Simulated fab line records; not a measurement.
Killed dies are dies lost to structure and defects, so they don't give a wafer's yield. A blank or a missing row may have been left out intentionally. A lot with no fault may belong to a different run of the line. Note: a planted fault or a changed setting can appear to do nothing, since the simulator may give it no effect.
Split-lot study || flow n5-finfet || on a route of 1938 steps: 7 lots, 21 wafers read

== ON THE SPLIT ==
At N5_HKMG_FIN_ETCH_54 (etches SiARC in CF4, target depth 45.5 nm, time 75.8 s), the setting source-w was moved away from the recipe's 545 W on 8 of the 21 wafers read, by -10.1% to +15.9%. All remaining wafers had this setting at the recipe value.

The split's own step is where the reading is taken.

== THE READING ==
rf-vpp-V, in V, at N5_HKMG_FIN_ETCH_54 (etches SiARC in CF4, target depth 45.5 nm, time 75.8 s). A value of 183.8 V with a standard deviation of 1.2 V is what fault-free wafers of this fab line usually give.

{"wafer": "L074.3", "tool, chamber at the split": "rie-diel-03, 0", "source-w as run, W": 631.4, "against the recipe": "+15.9%", "rf-vpp-V, V": 175.2, "against lot-mates on the recipe": -11.7}
{"wafer": "L074.4", "tool, chamber at the split": "rie-diel-03, 3", "source-w as run, W": 545, "against the recipe": "recipe", "rf-vpp-V, V": 186.9, "against lot-mates on the recipe": "-"}
{"wafer": "L074.6", "tool, chamber at the split": "rie-diel-03, 3", "source-w as run, W": 631.4, "against the recipe": "+15.9%", "rf-vpp-V, V": 174.8, "against lot-mates on the recipe": -12.1}
{"wafer": "L076.2", "tool, chamber at the split": "rie-diel-03, 0", "source-w as run, W": 545, "against the recipe": "recipe", "rf-vpp-V, V": 183.5, "against lot-mates on the recipe": "-"}
{"wafer": "L076.3", "tool, chamber at the split": "rie-diel-03, 1", "source-w as run, W": 545, "against the recipe": "recipe", "rf-vpp-V, V": 185.7, "against lot-mates on the recipe": "-"}
{"wafer": "L076.6", "tool, chamber at the split": "rie-diel-03, 1", "source-w as run, W": 545, "against the recipe": "recipe", "rf-vpp-V, V": 185.8, "against lot-mates on the recipe": "-"}
{"wafer": "L077.2", "tool, chamber at the split": "rie-diel-03, 0", "source-w as run, W": 545, "against the recipe": "recipe", "rf-vpp-V, V": 183.5, "against lot-mates on the recipe": "-"}
{"wafer": "L077.3", "tool, chamber at the split": "rie-diel-03, 2", "source-w as run, W": 584.9, "against the recipe": "+7.3%", "rf-vpp-V, V": 176.9, "against lot-mates on the recipe": -6.6}
{"wafer": "L077.4", "tool, chamber at the split": "rie-diel-03, 0", "source-w as run, W": 584.9, "against the recipe": "+7.3%", "rf-vpp-V, V": 177.5, "against lot-mates on the recipe": -6.0}
{"wafer": "L078.1", "tool, chamber at the split": "rie-diel-01, 3", "source-w as run, W": 590.3, "against the recipe": "+8.3%", "rf-vpp-V, V": 179.6, "against lot-mates on the recipe": -6.3}
{"wafer": "L078.2", "tool, chamber at the split": "rie-diel-01, 2", "source-w as run, W": 590.3, "against the recipe": "+8.3%", "rf-vpp-V, V": 177.7, "against lot-mates on the recipe": -8.2}
{"wafer": "L078.5", "tool, chamber at the split": "rie-diel-01, 3", "source-w as run, W": 545, "against the recipe": "recipe", "rf-vpp-V, V": 185.9, "against lot-mates on the recipe": "-"}
{"wafer": "L079.1", "tool, chamber at the split": "rie-diel-01, 2", "source-w as run, W": 490.2, "against the recipe": "-10.1%", "rf-vpp-V, V": 190.4, "against lot-mates on the recipe": "+8.0"}
{"wafer": "L079.3", "tool, chamber at the split": "rie-diel-01, 3", "source-w as run, W": 490.2, "against the recipe": "-10.1%", "rf-vpp-V, V": 191.4, "against lot-mates on the recipe": "+9.0"}
{"wafer": "L079.5", "tool, chamber at the split": "rie-diel-01, 1", "source-w as run, W": 545, "against the recipe": "recipe", "rf-vpp-V, V": 182.4, "against lot-mates on the recipe": "-"}
{"wafer": "L096.1", "tool, chamber at the split": "rie-diel-04, 1", "source-w as run, W": 545, "against the recipe": "recipe", "rf-vpp-V, V": 185.0, "against lot-mates on the recipe": "-"}
{"wafer": "L096.3", "tool, chamber at the split": "rie-diel-04, 3", "source-w as run, W": 545, "against the recipe": "recipe", "rf-vpp-V, V": 182.9, "against lot-mates on the recipe": "-"}
{"wafer": "L096.6", "tool, chamber at the split": "rie-diel-04, 0", "source-w as run, W": 545, "against the recipe": "recipe", "rf-vpp-V, V": 183.6, "against lot-mates on the recipe": "-"}
{"wafer": "L097.1", "tool, chamber at the split": "rie-diel-04, 2", "source-w as run, W": 545, "against the recipe": "recipe", "rf-vpp-V, V": 181.9, "against lot-mates on the recipe": "-"}
{"wafer": "L097.2", "tool, chamber at the split": "rie-diel-04, 3", "source-w as run, W": 545, "against the recipe": "recipe", "rf-vpp-V, V": 181.5, "against lot-mates on the recipe": "-"}
{"wafer": "L097.6", "tool, chamber at the split": "rie-diel-04, 2", "source-w as run, W": 545, "against the recipe": "recipe", "rf-vpp-V, V": 184.0, "against lot-mates on the recipe": "-"}

FIT RESULTS
A straight line over all 21 wafers: rf-vpp-V changes by -0.644 V for each +1% of source-w; r = -0.94; the points scatter about the line by 1.6 V.
The same after taking each lot's own level away (the mean of its wafers on the recipe; 21 wafers): -0.802 V for each +1%; r = -0.99; scatter 0.88 V.
The reading moves by 13 V for the largest change in source-w, on that fit.
The lots' own levels span 182.40 to 186.90 V, that is 3.8 times the standard deviation above.
Thus the slope moves with the lot-to-lot level: the two fits are different.
Check: with one of the wafers moved furthest among these (+15.9%) left out of the fit, the line predicts -13.1 V for it against its lot-mates. It came out at -11.7 V against them.
Tool readings at the split's step, against how far the setting was moved: etch-rf-on-time-s r = -0.93; rf-vpp-V r = -0.94.

== OTHER SPLITS APPLIED TO THESE WAFERS ==
Before the reading, these wafers also passed through other splits. Each is held against what the fit with the lots' levels taken away leaves over:
{"other split on the same wafers": "N5_DUMMY_GATE_PECVD_30 time-s", "wafers away from the commonest value": 3, "r with rf-vpp-V (lot level and that fit taken away)": "+0.20"}
{"other split on the same wafers": "N5_SD_EPI_N_PEB_07 peb-time-s", "wafers away from the commonest value": 9, "r with rf-vpp-V (lot level and that fit taken away)": -0.05}
{"other split on the same wafers": "N5_SD_EPI_N_DESCUM_14 time-s", "wafers away from the commonest value": 8, "r with rf-vpp-V (lot level and that fit taken away)": -0.07}
{"other split on the same wafers": "N5_SDB_COAT_05 spin-rpm", "wafers away from the commonest value": 4, "r with rf-vpp-V (lot level and that fit taken away)": "+0.11"}
{"other split on the same wafers": "N5_HKMG_FIN_PEB_47 peb-time-s", "wafers away from the commonest value": 8, "r with rf-vpp-V (lot level and that fit taken away)": -0.17}

== THE WHOLE CHAIN: every reading that the file lists as answering this split, in the file's order ==
{"step": "N5_HKMG_FIN_ETCH_54", "what it does": "etches SiARC in CF4, target depth 45.5 nm, time 75.8 s", "reading": "etch-rf-on-time-s", "change (the file's fit)": "withheld for each +1% of the setting", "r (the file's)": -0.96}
{"step": "N5_HKMG_FIN_ETCH_54", "what it does": "etches SiARC in CF4, target depth 45.5 nm, time 75.8 s", "reading": "rf-vpp-V", "change (the file's fit)": "-0.802 V for each +1% of the setting", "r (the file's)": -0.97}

== FILE'S OWN FIT ==
rf-vpp-V changes by -0.802 V for each +1% of source-w, r = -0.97.
